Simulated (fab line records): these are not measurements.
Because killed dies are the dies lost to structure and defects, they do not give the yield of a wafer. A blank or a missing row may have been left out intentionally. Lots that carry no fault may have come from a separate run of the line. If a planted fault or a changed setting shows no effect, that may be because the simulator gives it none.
Chamber matching + flow nand_harc + 4 sister chambers for NHARC_A_STAIRCASE_ETCHBACK_157 on rie_diel-03
The step etches the open film in CH3F/O2, target depth 90 nm, time 167.14 s. 8 wafers are shown with their chamber, then 7 later ones without.

## WAFERS WITH THEIR CHAMBER
| wafer  | chamber | showerhead_plenum_p_Torr (Torr) | rf_vpp_V (V) |
|--------|---------|---------------------------------|--------------|
| L079.2 | 2       | 2.34                            | 240.8        |
| L079.4 | 3       | 2.58                            | 245.5        |
| L084.2 | 1       | 2.65                            | 246.8        |
| L084.5 | 3       | 2.57                            | 245.7        |
| L085.3 | 1       | 2.65                            | 247.6        |
| L085.5 | 0       | 2.38                            | 242.8        |
| L091.4 | 2       | 2.32                            | 242.1        |
| L091.5 | 0       | 2.37                            | 243.9        |

## WAFERS WITH NO CHAMBER GIVEN
| wafer  | showerhead_plenum_p_Torr (Torr) | rf_vpp_V (V) |
|--------|---------------------------------|--------------|
| L091.6 | 2.56                            | 247.1        |
| L094.2 | 2.56                            | 245.2        |
| L094.3 | 2.64                            | 247.1        |
| L094.5 | 2.64                            | 246.8        |
| L095.1 | 2.63                            | 246.3        |
| L095.4 | 2.31                            | 242.4        |
| L095.6 | 2.37                            | 243.7        |

## WHICH CHAMBER EACH WENT THROUGH
| wafer  | from the rows above | in truth |
|--------|---------------------|----------|
| L091.6 | 3                   | 3        |
| L094.2 | 3                   | 3        |
| L094.3 | 1                   | 1        |
| L094.5 | 1                   | 1        |
| L095.1 | 1                   | 1        |
| L095.4 | 2                   | 2        |
| L095.6 | 0                   | 0        |
7 of 7 placed correctly. Left unplaced by these rows: 0. Number placed wrongly: 0.
How it was worked out, from the rows above alone: a wafer's distance from a chamber is the root of the sum, over the readings, of the square of ((its reading less the chamber's mean) divided by the reading's scatter). If the next closest chamber is less than 2 further off than the closest, the wafer can't be placed; otherwise it belongs to the closest. For every chamber, the mean is computed from those of its wafers that are shown. The scatter is the square root of a quotient: the sum, over the shown wafers, of each reading's squared deviation from its chamber's mean, divided by wafers minus chambers.
